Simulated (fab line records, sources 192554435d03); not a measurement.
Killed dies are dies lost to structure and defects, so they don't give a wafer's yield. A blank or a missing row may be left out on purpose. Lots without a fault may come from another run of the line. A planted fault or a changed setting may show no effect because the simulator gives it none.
fab line records | flow n5_finfet
record lots=4 wafers=10 last_day=18
route steps=1938 shown BEOL_M4@1059 PASSIVATION@1936
lots that met no fault: from a run of the same line without faults
start_h: hours from the record's first day to the start of the lot's first wafer shown | wait_h: hours since the lot's step before | " the same as in the row above | L1.1+2: a row that stands for several wafers | - no value, or no start given | * or withheld: withheld | < > ~ a bound
route shown NAME@n: a module of which the file shows steps, and the number in the route of the first | usual: mean/standard deviation of fault-free wafers | same: alike in all rows | chamber/n: place in a boat | sites: the reading at each site | _std_site: their standard deviation | _edge_site: outer sites' mean less inner sites' | radius_mm: how far each site lies from the wafer's centre | mask NAME#n: copy n | behind: the tool/chamber that last shaped the wafer | hold: why the lot was held/for how many hours/how that ended | device: the transistor (n, p or np) that didn't switch | end of line: the same wafers' tests at the end of the route | a step without rows: its recipe alone | killed: dies lost to structure and defects at the first sort, not the wafer's yield | map: a wafer's dies, x killed, . not, _ none there
set.NAME: the setting as run; set.NAME@STEP: as run at that earlier step | model.NAME: the simulator's own value behind a step, which no gauge read
lots at some steps of the route; a table a step, a row a wafer
services: from which hour (start_h, from the record's first day; less than 0 if before it) a tool's chamber was out of use, for how many hours, and why
## steps
# step N5_BEOL_M4_DESCUM_33
# recipe chemistry=O2 time_s=7 source_power_w=50 bias_power_w=20 pressure_mtorr=20 rf_frequency_hz=2.712e+07 temp_c=40 resist=CAR-EUV o2_flow_sccm=225
# step N5_BEOL_M4_ETCH_77
# recipe chemistry=N2/H2 target=underlayer target_depth_a=65 mask_material=CAR-EUV time_s=5.2 ion_energy_ev=200 pressure_mtorr=30 source_w=840 bias_w=150 n2_flow_sccm=200 h2_flow_sccm=200 ends=cleared
# step N5_BEOL_M4_ETCH_69
# recipe chemistry=CF4 target=SiARC target_depth_a=156 mask_material=CAR-EUV time_s=26 ion_energy_ev=80 pressure_mtorr=40 source_w=545 bias_w=36 Ar_flow_sccm=100 cf4_flow_sccm=100 ends=cleared
# step N5_BEOL_M4_ALD_98
# recipe material=SiO2 target_thk_a=25 temp_c=100 ald_precursor_family=BDEAS ald_co_reactant=O2-plasma pulse_time_s=1 co_reactant_pulse_time_s=1 purge_time_s=2 co_reactant_purge_time_s=2 ald_cycles=17 pressure_torr=2
# step N5_BEOL_M4_ETCHBACK_99
# recipe chemistry=CHF3 target=SiO2 target_depth_a=50 time_s=10.4 source_w=215 bias_w=47 Ar_flow_sccm=200 CHF3_flow_sccm=12 ion_energy_ev=100 pressure_mtorr=30
# step N5_BEOL_M4_ETCH_70
# recipe chemistry=N2/H2 target=SOC target_depth_a=800 overetch_a=240 mask_material=SiARC temp_c=40 time_s=130 ion_energy_ev=200 pressure_mtorr=30 source_w=840 bias_w=150 n2_flow_sccm=200 h2_flow_sccm=200
# step N5_BEOL_M4_STRIP_71
# recipe chemistry=N2/H2 temp_c=40 n2_flow_sccm=200 h2_flow_sccm=200 rf_frequency_hz=6e+07
# step N5_BEOL_M4_STRIP_78
# recipe chemistry=N2/H2 temp_c=40 n2_flow_sccm=200 h2_flow_sccm=200 rf_frequency_hz=6e+07
# step N5_BEOL_M4_VIA_ETCH_34
# recipe chemistry=C4F6/O2 target_depth_a=694 mask_material=SOC pressure_mtorr=15 ion_energy_ev=250 taper_deg=4 time_s=65.9 source_w=350 bias_w=170 Ar_flow_sccm=300 C4F6_flow_sccm=10 O2_flow_sccm=10
# step N5_BEOL_M4_STRIP_83
# recipe chemistry=C4F6/O2 resist=SiARC rf_frequency_hz=6e+07
# step N5_BEOL_M4_STRIP_36
# recipe chemistry=N2/H2 power_w=450 temp_c=40 pressure_mtorr=20 rf_frequency_hz=6e+07 overash_fraction=0.3 bias_power_w=7 h2_frac=0.5 n2_flow_sccm=200 h2_flow_sccm=200
# step N5_BEOL_M4_TRENCH_ETCH_37
# recipe chemistry=C4F6/O2 target_depth_a=555.55 target=SiOC time_s=29.2 ion_energy_ev=250 pressure_mtorr=30 source_w=355 bias_w=185 Ar_flow_sccm=300 C4F6_flow_sccm=10 O2_flow_sccm=10
# usual drypump_motor_current_A=5.6/0.5 oes_product_au=0.83/0.069 rf_vpp_V=668/7.2 run_length_s=52.7/0.48 showerhead_plenum_p_Torr=2.89/0.11 throttle_valve_pct=20.81/0.18
# columns lot.wafer tool chamber start_h wait_h drypump_motor_current_A oes_product_au rf_hours_counter_h rf_vpp_V run_length_s showerhead_plenum_p_Torr throttle_valve_pct model.etch.depth_nm model.BEOL_M4.feature_depth_nm model.TiN_of_BEOL_M4_HM_DEP_02.thk_nm
L780.1 rie_diel-01 3 228.80 - 6.3 0.87 45 658 52.9 2.79 20.93 56.8 56.8 17.8
L780.4 " 0 " " 5.7 0.79 109 667 52.7 2.86 20.75 55.65 55.6 17.6
L780.5 " 0 " " 5.7 0.79 - 667 53.1 2.86 20.72 55.2 55.2 17.6
L790.2 rie_diel-01 1 294.88 - 5.1 0.83 74 678 39.7 3.00 20.85 31.65 31.6 18.6
L790.4 " 3 " " 6.3 0.83 68 658 52.8 2.78 20.95 56.06 56 17.8
L793.4 rie_diel-01 2 301.41 - 5.3 0.86 61 671 53.2 3.01 20.79 55.87 55.8 17.8
L793.5 " 3 " " 6.3 0.83 - 657 40.2 2.78 20.95 31.53 31.6 19
L794.1 rie_diel-03 2 310.36 - 5.3 0.69 249 659 52.4 2.70 21.08 54.84 54.8 17.8
L794.3 " 0 " " 5.5 0.90 43 663 51.8 2.77 20.52 56.26 56.2 17.6
L794.6 " 0 " " 5.5 0.90 - 664 52.1 2.77 20.52 56.12 56.2 17.8
# step N5_BEOL_M4_ETCH_41
# recipe chemistry=CH3F/O2 target=SiCN target_depth_a=299 taper_deg=2 time_s=52.5 ion_energy_ev=120 mask_material=TiN pressure_mtorr=30 source_w=395 bias_w=75 Ar_flow_sccm=150 CH3F_flow_sccm=30 O2_flow_sccm=20
# step N5_BEOL_M4_STRIP_97
# recipe chemistry=N2/H2 time_s=10 power_w=450 temp_c=40 pressure_mtorr=20 rf_frequency_hz=6e+07 bias_power_w=7 n2_flow_sccm=200 h2_flow_sccm=200
# step N5_BEOL_M4_OCD_MEAS_38
# usual trench_depth_nm=55.9/0.71
# columns lot.wafer tool chamber start_h wait_h trench_depth_nm
L780.1 ocd-01 - 228.95 - 56.6
L780.4 " - " " 55.6
L780.5 " - " " 55.4
L790.2 ocd-02 - 295.03 - 31.4
L790.4 " - " " 55.8
L793.4 ocd-01 - 301.58 - 55.3
L793.5 " - " " 31.3
L794.1 ocd-02 - 310.52 - 54.9
L794.3 " - " " 56.5
L794.6 " - " " 56.6
# step N5_BEOL_M4_HM_STRIP_39
# recipe chemistry=peroxide_tin_strip material=TiN target_depth_a=250 temp_c=50 time_s=158
# step N5_BEOL_M4_SRD_40
# recipe time_s=30 temp_c=23 rinse_liquid=diw dry=ipa_marangoni
# step N5_BEOL_M4_PRECLEAN_42
# recipe chemistry=residue_remover time_s=60 temp_c=40
# step N5_BEOL_M4_SRD_43
# recipe time_s=30 temp_c=23 rinse_liquid=diw dry=ipa_marangoni
# step N5_BEOL_M4_DEGAS_44
# recipe ambient=vacuum temp_c=250 time_s=60
# step N5_BEOL_M4_PRE_CLEAN_45
# recipe gas=H2/He time_s=30 temp_c=250
# step N5_BEOL_M4_ALD_84
# recipe material=TaN target_thk_a=* temp_c=275 ald_precursor_family=PDMAT ald_co_reactant=NH3 pressure_torr=3 carrier_flow_sccm=1500 pulse_time_s=2 purge_time_s=3 co_reactant_purge_time_s=2 co_reactant_pulse_time_s=3 ald_cycles=30 precursor_vessel_temp_c=75 precursor_vessel_pressure_torr=26.25 precursor_vessel_carrier_sccm=1000
# step N5_BEOL_M4_SURFACE_TREAT_85
# recipe gas=Ar time_s=* ion_energy_ev=* ion_current_ma_cm2=0.5 pressure_mtorr=* ar_flow_sccm=30
# step N5_BEOL_M4_CVD_47
# recipe material=Co target_thk_a=30 temp_c=withheld precursor=CCTBA/H2 pressure_torr=30 time_s=223.8
# step N5_BEOL_M4_SPUTTER_48
# recipe material=Cu target_thk_a=45 temp_c=-20 chamber_pressure_pa=0.07 power_w=withheld time_s=8.29
# step N5_BEOL_M4_ANNEAL_49
# recipe temp_c=400 time_s=240 ambient=vacuum
# step N5_BEOL_M4_SPUTTER_79
# recipe material=Cu target_thk_a=45 temp_c=-20 chamber_pressure_pa=0.07 power_w=withheld time_s=8.29
# step N5_BEOL_M4_ANNEAL_80
# recipe temp_c=400 time_s=240 ambient=vacuum
# step N5_BEOL_M4_SPUTTER_81
# recipe material=Cu target_thk_a=45 temp_c=-20 chamber_pressure_pa=0.07 power_w=withheld time_s=8.29
# step N5_BEOL_M4_ANNEAL_82
# recipe temp_c=400 time_s=240 ambient=vacuum
# step N5_BEOL_M4_SPUTTER_86
# recipe material=Cu target_thk_a=45 temp_c=-20 chamber_pressure_pa=0.07 power_w=withheld time_s=8.29
# step N5_BEOL_M4_ANNEAL_87
# recipe temp_c=400 time_s=240 ambient=vacuum
# step N5_BEOL_M4_SPUTTER_88
# recipe material=Cu target_thk_a=45 temp_c=-20 chamber_pressure_pa=0.07 power_w=withheld time_s=8.29
# step N5_BEOL_M4_ANNEAL_89
# recipe temp_c=400 time_s=240 ambient=vacuum
# step N5_BEOL_M4_SPUTTER_90
# recipe material=Cu target_thk_a=45 temp_c=-20 chamber_pressure_pa=0.07 power_w=withheld time_s=8.29
# step N5_BEOL_M4_ANNEAL_91
# recipe temp_c=400 time_s=240 ambient=vacuum
# step N5_BEOL_M4_SPUTTER_92
# recipe material=Cu target_thk_a=45 temp_c=-20 chamber_pressure_pa=0.07 power_w=withheld time_s=8.29
# step N5_BEOL_M4_ANNEAL_93
# recipe temp_c=400 time_s=240 ambient=vacuum
# step N5_BEOL_M4_SPUTTER_94
# recipe material=Cu target_thk_a=45 temp_c=-20 chamber_pressure_pa=0.07 power_w=withheld time_s=8.29
# step N5_BEOL_M4_ANNEAL_95
# recipe temp_c=400 time_s=240 ambient=vacuum
# step N5_BEOL_M4_CMP_52
# recipe stop_on=SiOC t_overpolish_s=6.8 down_force_psi=1 platen_rpm=50 clearing_platen_down_force_psi=1.5 clearing_platen_rpm=50 post_cmp_clean=cu_alkaline target_thk_nm=40 clearing_platen_pad_velocity_m_s=0.99484 pad_velocity_m_s=0.99484
# usual motor_current_A=6.1/0.63 retaining_ring_pressure_frac=1.000/0.005
# columns lot.wafer tool chamber start_h wait_h motor_current_A retaining_ring_pressure_frac model.Cu_of_BEOL_M4_ECD_50.thk_nm
L780.4 cmp-02 1 232.82 0.1 7.0 1.008 39.4
L780.1 " 0 " " 5.6 0.997 41.8
L780.5 " 1 " " 6.8 0.999 39.8
L790.4 cmp-02 2 298.84 0.1 6.0 1.000 39.2
L790.2 " 1 " " 6.9 1.005 14.8
L793.4 cmp-04 1 306.13 0.1 6.9 1.002 39.6
L793.5 " 2 " " 5.4 1.006 15.8
L794.1 cmp-02 2 315.85 0.3 5.7 1.006 39
L794.3 " 1 " " 6.4 0.998 40.2
L794.6 " 2 " " 5.9 0.999 40.2
# step N5_BEOL_M4_THK_MEAS_53
# recipe thk_meas_gauge=xrf reads=Cu_of_BEOL_M4_ECD_50
# usual M4_THK=40.9/1.4
# columns lot.wafer tool chamber start_h wait_h M4_THK[nm]
L780.1 film_metro-02 - 233.12 - 42.0
L780.4 " - " " 39.6
L780.5 " - " " 39.7
L790.2 film_metro-02 - 299.13 - 14.9
L790.4 " - " " 39.5
L793.4 film_metro-01 - 306.43 - 39.9
L793.5 " - " " 16.0
L794.1 film_metro-02 - 316.15 - 39.6
L794.3 " - " " 40.6
L794.6 " - " " 40.7
# step N5_BEOL_M4_RS_MEAS_58
# recipe thk_meas_gauge=four-point-probe reads=Co_of_BEOL_M4_CO_CAP_55+Cu_of_BEOL_M4_ECD_50+Co_of_BEOL_M4_CVD_47+TaN_of_BEOL_M4_ALD_84
# usual M4_RS=0.659/0.026
# columns lot.wafer tool chamber start_h wait_h M4_RS[ohm/sq]
L780.1 film_metro-02 - 233.38 0.0 0.631
L780.4 " - " " 0.682
L780.5 " - " " 0.673
L790.2 film_metro-01 - 299.39 0.1 2.601
L790.4 " - " " 0.689
L793.4 film_metro-02 - 306.70 0.0 0.677
L793.5 " - " " 2.349
L794.1 film_metro-01 - 316.41 0.0 0.691
L794.3 " - " " 0.666
L794.6 " - " " 0.666
# step N5_BEOL_M4_RC_MEAS_101
# usual DIBL_N=36.6/1.1 DIBL_P=36.8/1.6 IOFF_N=0.169/0.024 IOFF_P=0.206/0.028 ION_N=679/9.2 ION_P=462/7 SS_N=71.6/0.57 SS_P=73.3/0.57 VT_N=248.8/2.4 VT_P=-251/3
# columns lot.wafer tool chamber start_h wait_h DIBL_N[mV/V] DIBL_P[mV/V] IOFF_N[nA/um] IOFF_P[nA/um] ION_N[uA/um] ION_P[uA/um] SS_N[mV/dec] SS_P[mV/dec] VT_N[mV] VT_P[mV]
L780.1 prober-01 0 233.44 0.0 37.9 38.0 0.196 0.239 686 467 71.7 73.5 245.9 -249
L780.4 " 0 " " 39.0 39.8 0.228 0.266 700 476 72.4 74.6 245.5 -249
L780.5 " 0 " " 37.3 38.7 0.184 0.236 672 463 71.7 73.2 248.7 -246
L790.4 prober-01 0 299.91 0.5 36.4 35.5 0.156 0.193 673 454 70.8 72.6 251.5 -253
L793.4 prober-02 0 307.21 0.5 36.9 36.0 0.172 0.234 684 468 72.2 72.9 246.8 -248
L794.1 prober-02 0 316.46 0.0 36.1 37.7 0.166 0.222 677 468 72.3 73.6 247.9 -248
L794.3 " 0 " " 37.3 39.7 0.203 0.260 688 474 72.5 73.6 246.2 -248
L794.6 " 0 " " 35.8 37.5 0.171 0.219 680 468 71.8 73.1 249.5 -252
# step N5_PASSIVATION_PROBE_49
# usual defect_limited_yield=91.1/1.5 killed_at_M0_to_M3=36/11 killed_at_M4_up=14/5.6 killed_at_contacts=11/5.6 killed_at_front_end=40/12 killed_at_other=4/3.2 killed_dies=105/17 killed_on_rim=14/3.4 killed_open=69/12 killed_short=34/8.4 sort_bin_5_function=5.2/0.95 sort_bin_6_memory=3.3/0.63 sort_n_pass=1075/17 sort_yield_pct=91.1/1.5
# same gross_dies=1180 killed_at_back_side=0 sort_bin_4_leakage[%]=0 sort_bin_8_speed[%]=0
# columns lot.wafer tool chamber start_h wait_h defect_limited_yield[%] killed_at_M0_to_M3 killed_at_M4_up killed_at_contacts killed_at_front_end killed_at_other killed_dies killed_on_rim killed_open killed_short sort_bin_5_function[%] sort_bin_6_memory[%] sort_n_pass sort_yield_pct[%]
L790.2 prober-02 - 409.90 0.1 7.7 39 987 8 51 4 1089 141 92 28 88.8 3.1 91 7.7
L790.4 prober-02 - 410.00 0.2 91.4 26 18 16 37 4 101 10 76 25 5.3 3.0 1079 91.4
L793.5 prober-02 - 413.31 0.2 18.6 27 878 10 45 0 960 131 65 28 77.6 3.3 220 18.6
L794.1 prober-01 - 426.47 0.0 92.6 23 11 13 37 3 87 19 55 28 3.6 3.1 1093 92.6
L794.3 prober-01 - 426.57 0.1 93.0 33 9 7 31 3 83 12 52 30 4.1 2.7 1097 93.0
L794.6 prober-01 - 426.72 0.3 92.6 36 9 15 26 1 87 10 69 17 4.7 2.6 1093 92.6
# killed by level:class
L790.2 BEOL_M4:area_ecd=969 STI_FIN_REVEAL:geometric_particle:open=23 BEOL_M3:geometric_particle:open=17 FIN_SAQP:geometric_particle:short=8 FIN_SAQP:geometric_particle:open=7 MOL_CONTACT_COAG:geometric_particle:open=7 BEOL_M4:geometric_particle:open=6 BEOL_M2:geometric_particle:open=5
L790.4 MOL_CONTACT_COAG:geometric_particle:open=15 STI_FIN_REVEAL:geometric_particle:open=13 BEOL_M2:geometric_particle:open=9 BEOL_M4:geometric_particle:open=9 GATE_CUT:geometric_particle:open=8 BEOL_M0_SAQP:geometric_particle:open=5 GATE_CUT:geometric_particle:short=4 BEOL_M3:geometric_particle:open=4
L793.5 BEOL_M4:area_ecd=864 FIN_SAQP:geometric_particle:open=13 MOL_CONTACT_COAG:geometric_particle:open=10 FIN_SAQP:geometric_particle:short=7 BEOL_M0_SAQP:geometric_particle:open=7 BEOL_M1:geometric_particle:open=6 BEOL_M2:geometric_particle:open=6 BEOL_M0_SAQP:geometric_particle:short=5
L794.1 FIN_SAQP:geometric_particle:short=11 MOL_CONTACT_COAG:geometric_particle:open=11 FIN_SAQP:geometric_particle:open=10 BEOL_M2:geometric_particle:open=6 BEOL_M2:geometric_particle:short=4 BEOL_M3:geometric_particle:open=4 BEOL_M4:geometric_particle:open=4 DUMMY_GATE:geometric_particle:open=3
L794.3 FIN_SAQP:geometric_particle:short=6 MOL_CONTACT_COAG:geometric_particle:open=6 STARTING-WAFER:geometric_particle:short=6 BEOL_M3:geometric_particle:open=6 BEOL_M0_SAQP:geometric_particle:short=5 BEOL_M1:geometric_particle:open=5 BEOL_M2:geometric_particle:open=5 BEOL_M0:geometric_particle:open=4
L794.6 MOL_CONTACT_COAG:geometric_particle:open=14 BEOL_M0:geometric_particle:open=10 BEOL_M1:geometric_particle:open=7 BEOL_M2:geometric_particle:open=7 BEOL_M0_SAQP:geometric_particle:open=6 FIN_SAQP:geometric_particle:open=5 GATE_CUT:geometric_particle:short=5 BEOL_M0_SAQP:geometric_particle:short=5
# map L790.2 (x killed, . not)
_________________xx.xxxxxxx.x________________
______________xxx.xxxxxxxxxxxxxx_____________
___________xxxxxxxxxxxxxxxxxxxxxxxx__________
__________xxxxxxxxxxxxxxxxxxxxxxxxxx_________
________xxx.xxxxxxxxxxxxxxx.xx.xxxxx.x_______
_______.xxxxxxxxxxxxxxxxxxxxxx.xx.xxxxx______
______xxx.xxxxxxxxxxxxxxxxxxxxx.x.xxxxxx_____
_____.xxxxxxxxxxxxxxxxxxxxxx..xxxxxxxxxxx____
____xxxxxxxxxxxxxxxxx.x.xxxxxxx.xxxxxxxxxx___
___xx..xxxxxxxxxxxx.xxx.xxxxxxxxxxxx.xxxxxx__
___x.x.xxxxxxxxxxxxx.xxxxxxxxxxxxxxxxxxxxxx__
__xxxxxxxxxxxxxxxxxxxxxxxxx.xxxxxxxxxxx.xxxx_
__xxxxxx.x.xxxxxxxxxxxxxxxxxxxxxx.xxxxxxxxxx_
_xxxx.xxxxxxxxx.xxxxxxxxxxxxxxxxxxxxxxxxxxxxx
_xx.xxxxxxxxxx.xxxxxx.x.xxxxxxxxxxxxxx.xxxxx.
_xxxxxxxxxxxxxxxxxxxxxx.xx.x.x.xxxxxxx.xxxxxx
_xxxxx.xxxxxxx.xxxxxxxx.xxxxxxxxxxxx.x.xx.xxx
_xxxxxxxxxxx.xxxxxxxxx.xx.xx..xxxxxxxxxxxxxxx
_xxxxxxxxxxxxxx.xxxxxx.xxxxxxx.xxxxxxxxxxxxxx
_xxxxxxxxxxxxx.xxxxxxxxxxxxxxxxxxx..xxxxxxxxx
_xxxxxxxxxxxxxxxxxxxxxxxxx.xxxxxxxxxxx.xx.xxx
__xxxxxx.xxxxxxxxxx..xxxxxxxxxxxxxxxxxxxx..x_
__.xxxxxxxxxxxxxxxx.xxxxxxx.xxxxxxxxxxxxxxxx_
___xxxxxxxxxxxxxx.xxxxxxxxxxx.xxxxxxxxxxxxx__
___xxxxxxxxxxxxxxxxxxxxxxxxxxxxxxxx.xxxxxxx__
____xxxxxxxxxxxxxxxxxxxxxxxxx.xx.xxxxxxxxx___
_____x.xxxxxxxxxxxxxxxxxx.xxxxxx.xxxxxxxx____
______xxxxxxxxxxxxxxxxxxxxxxxxxxxxxxxxxx_____
_______xxxxx.xxxxxx.xxxxxxxxxxxxxxxxxx.______
________xxxxxxxxxxxxxxxxxxxxxxxxx..xxx_______
__________xxxxx.xxxxxxxxxxxxxxxxxxxx_________
___________xxxx.x.xxxxxxxxxxxxxx.xx__________
______________xxxxxxxx.xxxxxxxxx_____________
_________________xxxxxxxxxxxx________________
# map L793.5 (x killed, . not)
_________________.xxxxxxxxxxx________________
______________xxxxxxxx.xxxx.xxxx_____________
___________xxxxxxxx.xxxx.x..xx.xxxx__________
__________xxxxxxxxxxxxxxx.xxx.xxxxxx_________
________..xxxxxxxxxxxxxxx.xxxxxxx.xxxx_______
_______xxxxxxxxxx....xx.x.xxx.xxxx.xxxx______
______xxxxxxxxxxxxxxxxxx..x..xx.xxxxxx.x_____
_____xxxxxxxx....xxxxx.xxx.xxxxxxx.xxxx..____
____xxx.xxxxxxxx.xxx.xxx.xxxxx.xx.xxx.xxxx___
___xxxxxxxxxxxxxx.xxxxxx.xxx.xxxxxxxx.xx.xx__
___xxxxxxxxxx...xxx.xxxxx.xxxx.x.xxxxxx.xxx__
__xxxxxxxx.xxxxxxxxxxxxxxx..x.x..xxxxxx.x.xx_
__.xxxxxxxxxxxxxxxx.xx.xxxxxxxxxx.xx.xxxxxxx_
_x.xxxxxxxxxx.xx.xxx..xxxxxx.xxxx.xxx.xxxxxxx
_xxx.xxxxxxxxx.xx.xx.x.xx.x.xxxx.xxxxxxxxxxxx
_xxxx.xxxx.xxx....xxx.xx....xxxxxxxxxxx.xxxx.
_xx.xxxxxxxxx.xxxx.xxx.xx.xx..xxxxxxxxxxx.xxx
_xx.x.xxxxx.xxx....xxxxxxx..xx.xx.xxxxxx.xxx.
_xxxxxxxxxxxxxx.xxx.xxx.x.xxxx.xxxxxxxxxxxxxx
_xxxxxxxxxxxxxxxxxxxx..xxxxxx.x...xxxxxxxxxxx
_xxx.xx.xxxx.xxxxxxxxx.xxxxxxxx...x.xxxxxxxxx
__xxx.xx..xxx.xxxx.xx.xxxxxxxxxxxxxx.xxxx.xx_
__.xx.xx.xxxxxx.x.xxx.xxxxxx.x..x.xxxxxxxxxx_
___xxxxxxxxxxxxx..x.x.xx.x.x.xxxxxxx..xxxxx__
___xxxxxxx.xxx.xxxx.....xxx.xxx.x.xx.xxxxxx__
____xxxxxxxxxxxxxxxxxx.xxx.xxxxxx..x.xxxxx___
_____xxxx.xxxxxxx..xx.xx.xx..xxxxxxxxxxxx____
______xxx.xxx.xxx..xxxxxxxxxxxxxxxxxxxxx_____
_______x.xx..xxxxxxxxx.xxxxxx.x.xxxxxxx______
________xxxxxxxx.xxx.xx.x.xxxxxxx.xxxx_______
__________xxxxxxxxx.xx.xxxxxxxxxxxxx_________
___________x...xxxxxxxxx.x.xx.xx.xx__________
______________xxx.xxxxxxx..xxx.x_____________
_________________..xxxxxx.xxx________________
## services
# columns tool chamber start_h hours kind
cmp-04 - 216.84 2.2 repair
cmp-04 - 233.82 0.3 repair
cmp-02 - 255.37 4.0 pm
cmp-04 - 264.04 5.4 repair
rie_diel-01 0 264.71 3.7 repair
rie_diel-03 2 313.71 - clean
rie_diel-03 2 313.71 - consumable_replace:focus_ring
rie_diel-03 2 313.71 - consumable_replace:showerhead
rie_diel-03 2 313.71 17.9 scheduled_down
rie_diel-03 2 313.71 17.9 vent_cycle
## key
first_sign step=N5_BEOL_M4_TRENCH_ETCH_37 reading=run_length_s direction=down sigmas=26 usual=* struck=*
effect step=N5_BEOL_M4_OCD_MEAS_38 reading=trench_depth_nm direction=down sigmas=34 usual=55.9 struck=31.3
effect step=N5_BEOL_M4_THK_MEAS_53 reading=M4_THK direction=down sigmas=18 usual=40.9 struck=15.4
effect step=N5_BEOL_M4_RS_MEAS_58 reading=M4_RS direction=up sigmas=69 usual=0.659 struck=2.475
effect step=N5_PASSIVATION_PROBE_49 reading=killed_at_M4_up direction=up sigmas=99+ usual=14 struck=932
model_effect step=N5_BEOL_M4_TRENCH_ETCH_37 value=etch.depth_nm without=55.97 struck=31.59
model_effect step=N5_BEOL_M4_CMP_52 value=Cu_of_BEOL_M4_ECD_50.thk_nm without=39.7 struck=15.3
more_kills_born_at N5_BEOL_M4_ECD_50@ecd_cu-02=1833
met_at N5_BEOL_M4_TRENCH_ETCH_37
struck_wafers L790.2,L793.5
later_rows_left_out L790.2,L793.5
onset_between 228.80 294.88
fault kind=process_parameter_drift tool=rie_diel-01 chamber=- onset_h=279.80 steps=N5_BEOL_M4_TRENCH_ETCH_37 channel=time_s offset=* shape=step end_h=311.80 scope=struck_wafers_only acts_in=* stated=*
# later_rows_left_out: the simulator's readings of these wafers behind a module that went badly wrong aren't trusted and aren't shown, but for the sort
